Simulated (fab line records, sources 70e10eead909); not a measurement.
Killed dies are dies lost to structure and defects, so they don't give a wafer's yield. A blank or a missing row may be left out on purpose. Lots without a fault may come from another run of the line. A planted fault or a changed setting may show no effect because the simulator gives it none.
Which tool did it? | flow nand_harc | 6 lots, 17 wafers sampled, at 4 steps of a route of 1302

WHAT THE GAUGES READ, wafer by wafer
NHARC_A_BLC_INSPECT_12.
lot  | measured     | on                | raw_defect_count
L978 | day 23 20:00 | defect_inspect-02 | 74 63 69
L983 | day 25 21:41 | defect_inspect-02 | 121 120
L989 | day 28 13:14 | defect_inspect-01 | 97 106 96
L992 | day 29 23:48 | defect_inspect-01 | 62 57 68
L995 | day 30 19:26 | defect_inspect-02 | 138 130 143
L996 | day 31 07:08 | defect_inspect-01 | 75 61 63

WHICH TOOL RAN EACH LOT (tool, then ch and the chambers of the sampled wafers, then the start)
lot  | NHARC_A_CONTACT_ETCH_135             | NHARC_A_CONTACT_ETCH_110           | NHARC_A_BLC_SOFTBAKE_05
L978 | har_cap_etch-03 ch 0,1, day 23 15:00 | rie_diel-03 ch 1,2, day 23 17:07   | litho_track-01 ch 0, day 23 19:00
L983 | har_cap_etch-03 ch 0,1, day 25 16:43 | rie_diel-03 ch 1,2, day 25 18:54   | litho_track-04 ch 0, day 25 21:00
L989 | har_cap_etch-03 ch 0,1, day 28 08:16 | rie_diel-03 ch 0,1,3, day 28 10:26 | litho_track-01 ch 0, day 28 12:00
L992 | har_cap_etch-01 ch 0, day 29 18:28   | rie_diel-03 ch 0,2, day 29 21:07   | litho_track-06 ch 0, day 29 23:00
L995 | har_cap_etch-02 ch 0,1, day 30 13:37 | rie_diel-08 ch 0,1,3, day 30 16:47 | litho_track-04 ch 0, day 30 18:00
L996 | har_cap_etch-01 ch 0,1, day 31 01:41 | rie_diel-12 ch 1,3, day 31 04:17   | litho_track-06 ch 0, day 31 06:00
- NHARC_A_CONTACT_ETCH_135: etches the open film in C4F8/O2/Ar, time 311 s, target depth 1912 nm.
- NHARC_A_CONTACT_ETCH_110: etches the open film in CF4/O2, target depth 60 nm, overetch 6 nm, time 33 s.
- NHARC_A_BLC_SOFTBAKE_05: time 55 s.

THE ANSWER, worked out from the rows above alone
Rule: what is usual is taken from the lots themselves. Put in order of their means at a reading, lots are off if they are a third of the lots or fewer, leave a main group of 4 or more, and stand apart from it by a gap of 3 or more times the standard deviation of the main group's means; of several such gaps the widest counts. A main group whose means are all the same, to the digits that the tables above print for the reading, isn't used. A lot without any number at a reading at which 4 lots or more have one is off too. The other lots that the step has rows for count as sound.
No lot is off at any reading shown: from this, nothing can be told.

WHAT THE SIMULATOR HAD PUT IN
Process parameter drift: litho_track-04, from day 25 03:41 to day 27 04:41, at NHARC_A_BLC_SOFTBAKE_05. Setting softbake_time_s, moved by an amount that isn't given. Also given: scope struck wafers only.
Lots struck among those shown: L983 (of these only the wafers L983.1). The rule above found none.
